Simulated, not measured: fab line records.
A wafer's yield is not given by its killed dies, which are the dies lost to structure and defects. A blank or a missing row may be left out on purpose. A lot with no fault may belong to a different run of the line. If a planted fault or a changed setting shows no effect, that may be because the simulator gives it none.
Matching of chambers | flow nand harc | NHARC_A_BLC_ETCH_16 on rie diel-08 has 4 sister chambers
The step etches the open film in CF4, target depth 39 nm, time 65 s. 27 wafers are shown with their chamber, then 12 later ones without.

## WAFERS PAIRED WITH THEIR CHAMBERS
wafer  | chamber | showerhead plenum p Torr (Torr) | drypump motor current A (A) | oes product au (a.u.)
L074.4 | 3       | 1.86                            | 5.8                         | 0.987
L074.5 | 3       | 1.86                            | 5.8                         | 0.988
L074.6 | 0       | 1.77                            | 6.1                         | 0.982
L077.3 | 2       | 1.84                            | 5.0                         | 1.001
L077.5 | 2       | 1.84                            | 5.0                         | 1.004
L077.6 | 3       | 1.86                            | 5.8                         | 0.994
L077.1 | 0       | 1.77                            | 6.1                         | 0.990
L077.2 | 1       | 1.77                            | 6.3                         | 0.992
L077.4 | 3       | 1.86                            | 5.8                         | 0.991
L075.1 | 1       | 1.77                            | 6.3                         | 0.986
L075.5 | 1       | 1.77                            | 6.3                         | 0.997
L075.6 | 0       | 1.77                            | 6.1                         | 0.980
L081.1 | 1       | 1.77                            | 6.2                         | 0.984
L081.2 | 3       | 1.86                            | 5.8                         | 0.996
L081.4 | 2       | 1.84                            | 5.0                         | 1.002
L083.4 | 0       | 1.76                            | 6.1                         | 0.979
L083.5 | 2       | 1.84                            | 5.0                         | 1.001
L083.6 | 0       | 1.76                            | 6.1                         | 0.976
L085.2 | 0       | 1.76                            | 6.1                         | 0.977
L085.4 | 3       | 1.86                            | 5.8                         | 0.998
L085.6 | 2       | 1.84                            | 5.0                         | 0.998
L087.1 | 0       | 1.76                            | 6.1                         | 0.967
L087.5 | 0       | 1.76                            | 6.1                         | 0.974
L087.6 | 2       | 1.84                            | 5.0                         | 0.986
L091.1 | 2       | 1.84                            | 5.0                         | 1.006
L091.3 | 0       | 1.76                            | 6.2                         | 0.992
L091.4 | 1       | 1.77                            | 6.3                         | 1.001

SIGNATURES (averages over the wafers above)
reading                  | chamber 0 | chamber 1 | chamber 2 | chamber 3 | scatter within a chamber
showerhead plenum p Torr | 1.7633    | 1.7700    | 1.8400    | 1.8600    | 0.00295
drypump motor current A  | 6.111     | 6.280     | 5.000     | 5.800     | 0.0271
oes product au           | 0.97967   | 0.99200   | 0.99971   | 0.99233   | 0.00672
Rule: a wafer's distance from a chamber is the root of the sum, over the readings, of the square of ((its reading less the chamber's mean) divided by the reading's scatter). The wafer belongs to the nearest chamber; if the next one is less than 2 further off, it can't be placed. The scatter is the square root of a quotient: the sum, over the shown wafers, of each reading's squared deviation from its chamber's mean, divided by wafers minus chambers.

## WAFERS WITH NO CHAMBER GIVEN
wafer  | showerhead plenum p Torr (Torr) | drypump motor current A (A) | oes product au (a.u.)
L086.1 | 1.84                            | 5.0                         | 1.009
L086.3 | 1.86                            | 5.8                         | 1.000
L086.6 | 1.76                            | 6.1                         | 1.009
L093.1 | 1.76                            | 6.1                         | 1.003
L093.3 | 1.84                            | 5.0                         | 1.003
L093.4 | 1.86                            | 5.8                         | 0.993
L095.3 | 1.77                            | 6.2                         | 1.001
L095.4 | 1.76                            | 6.2                         | 1.008
L095.6 | 1.84                            | 5.0                         | 1.006
L097.1 | 1.84                            | 5.0                         | 1.010
L097.2 | 1.86                            | 5.8                         | 0.987
L097.4 | 1.76                            | 6.1                         | 1.002

## WHICH CHAMBER EACH ONE RAN IN
wafer  | from the rows above     | in truth
L086.1 | 2                       | 2
L086.3 | 3                       | 3
L086.6 | 0                       | 0
L093.1 | 0                       | 0
L093.3 | 2                       | 2
L093.4 | 3                       | 3
L095.3 | can't be placed: 1 or 0 | 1
L095.4 | can't be placed: 1 or 0 | 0
L095.6 | 2                       | 2
L097.1 | 2                       | 2
L097.2 | 3                       | 3
L097.4 | 0                       | 0
Placed correctly: 10 of 12. Cannot be placed on the basis of these rows: 2; the candidates contain the true chamber in 2. Number placed wrongly: 0.
